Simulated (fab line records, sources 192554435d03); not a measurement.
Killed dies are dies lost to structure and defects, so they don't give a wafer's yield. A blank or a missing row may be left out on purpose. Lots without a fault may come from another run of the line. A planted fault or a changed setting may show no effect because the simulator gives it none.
A struck lot beside a sound one | flow n5_finfet | 15 steps out of a route of 1938
Sound: wafers L565.1, L565.2, L565.3. Struck: wafers L574.4, L574.5, L574.6. The cause comes at the end.
At each step with rows: each side's tool, then ch and its chambers, then its first start. Under that, the readings that differ: sound wafers | struck wafers | difference of the means | sigmas: that difference in standard deviations of wafers without a fault.
alike: readings whose means differ by less than 2 such deviations, and words and numbers that are the same on both sides. not compared: withheld readings, readings that some wafer has no value for, bounds like >300 that may hide the same value, and numbers for which the record gives no deviation and whose values overlap.
The two part at a step that has a row with sigmas, a row that says differs or no value, or rows on one side only. Numbers that don't overlap but have no deviation are shown without sigmas and don't part them. A reading that every wafer of one side lacks parts them only if that side has two wafers or more.

N5_MOL_CONTACT_COAG_DESCUM_13: chemistry O2, time 7 s.
  sound on rie_diel-05 ch 1,2,3, day 7 18:38; struck on rie_diel-05 ch 0,1,2, day 9 18:38
  reading                | sound      | struck | difference                    | sigmas
  rf_hours_counter_h (h) | 151 167 17 | - - -  | no value on the struck wafers |
  alike: drypump_motor_current_A, oes_product_au, rf_vpp_V, showerhead_plenum_p_Torr, throttle_valve_pct
then, 1 step without rows for these wafers: N5_MOL_CONTACT_COAG_ETCH_59 (etches underlayer in N2/H2, target depth 13 nm, time 10.4 s).
N5_MOL_CONTACT_COAG_ETCH_105: etches SiARC in CF4, target depth 15.6 nm, time 26 s.
  sound on rie_diel-05 ch 1,2,3, day 7 18:42; struck on rie_diel-05 ch 0,1,2, day 9 18:41
  reading                | sound      | struck | difference                    | sigmas
  rf_hours_counter_h (h) | 151 167 17 | - - -  | no value on the struck wafers |
  alike: drypump_motor_current_A, etch_rf_on_time_s, oes_product_au, rf_vpp_V, showerhead_plenum_p_Torr, throttle_valve_pct
then, 5 steps without rows for these wafers: N5_MOL_CONTACT_COAG_ETCH_106 (etches SOC in N2/H2, target depth 80 nm, overetch 16 nm, time 120 s); N5_MOL_CONTACT_COAG_STRIP_107 (strips in N2/H2); N5_MOL_CONTACT_COAG_STRIP_108 (strips in N2/H2); N5_MOL_CONTACT_COAG_CONTACT_ETCH_14 (etches SiO2 in C4F6/O2, target depth 27.5 nm, overetch 8.5 nm, time 20 s); N5_MOL_CONTACT_COAG_STRIP_109 (strips in C4F6/O2).
N5_MOL_CONTACT_COAG_ETCH_15: etches SiNx in CH3F/O2, stops on Si:P, target depth 7 nm.
  sound on rie_diel-05 ch 1,2,3, day 7 18:52; struck on rie_diel-05 ch 0,1,2, day 9 18:52
  reading                | sound      | struck | difference                    | sigmas
  rf_hours_counter_h (h) | 151 167 17 | - - -  | no value on the struck wafers |
  alike: drypump_motor_current_A, oes_o_777_au, oes_product_au, rf_vpp_V, showerhead_plenum_p_Torr, throttle_valve_pct
N5_MOL_CONTACT_COAG_ETCH_110: etches Si in CF4/O2, target depth 2.5 nm, time 8 s.
  sound on rie_diel-05 ch 1,2,3, day 7 18:55; struck on rie_diel-05 ch 0,1,2, day 9 18:55
  reading                | sound      | struck | difference                    | sigmas
  rf_hours_counter_h (h) | 151 167 17 | - - -  | no value on the struck wafers |
  alike: drypump_motor_current_A, oes_o_777_au, oes_product_au, rf_vpp_V, showerhead_plenum_p_Torr, throttle_valve_pct
N5_MOL_CONTACT_COAG_STRIP_98: strips in N2/H2.
  sound on rie_diel-05 ch 1,2,3, day 7 18:58; struck on rie_diel-05 ch 0,1,2, day 9 18:58
  reading                | sound      | struck | difference                    | sigmas
  rf_hours_counter_h (h) | 151 167 17 | - - -  | no value on the struck wafers |
  alike: drypump_motor_current_A, oes_product_au, rf_vpp_V, showerhead_plenum_p_Torr, throttle_valve_pct
N5_MOL_CONTACT_COAG_CD_MEAS_99: target cd 17.2 nm.
  sound on cd_sem-03, day 7 19:02; struck on cd_sem-02, day 9 19:01
  alike: cd_nm
N5_MOL_CONTACT_COAG_IMPLANT_129:
  sound on implanter-01 ch 0, day 7 19:04; struck on implanter-01, day 9 19:08
  no value came back on the struck wafers for beam_energy_keV, beam_on_s (s); on the sound wafers beam_energy_keV reads 2.9992 2.9994 2.9991
then, 1 step without rows for these wafers: N5_MOL_CONTACT_COAG_PRECLEAN_111 (cleans in NF3:NH3, afs cycles 1, time 20 s, sublimation time 60 s).
-- the record jumps here: 8 days lie between the struck wafers' starts before and after (it left off in module MOL_CONTACT_COAG and takes up again in module PASSIVATION, whose first step shown is number 1936 of the route) --
N5_PASSIVATION_PROBE_49:
  sound on prober-02, day 15 22:28; struck on prober-02, day 17 16:37
  reading       | sound  | struck   | difference | sigmas
  killed_on_rim | 11 9 5 | 21 11 22 | +10        | +2
  alike: killed_at_M0_to_M3, killed_at_M4_up, killed_at_contacts, killed_at_front_end, killed_at_other, killed_dies, killed_open, killed_short

WHERE THEY PART
First at N5_MOL_CONTACT_COAG_DESCUM_13; last, within this record, at N5_PASSIVATION_PROBE_49.

WHY: what the simulator had put in
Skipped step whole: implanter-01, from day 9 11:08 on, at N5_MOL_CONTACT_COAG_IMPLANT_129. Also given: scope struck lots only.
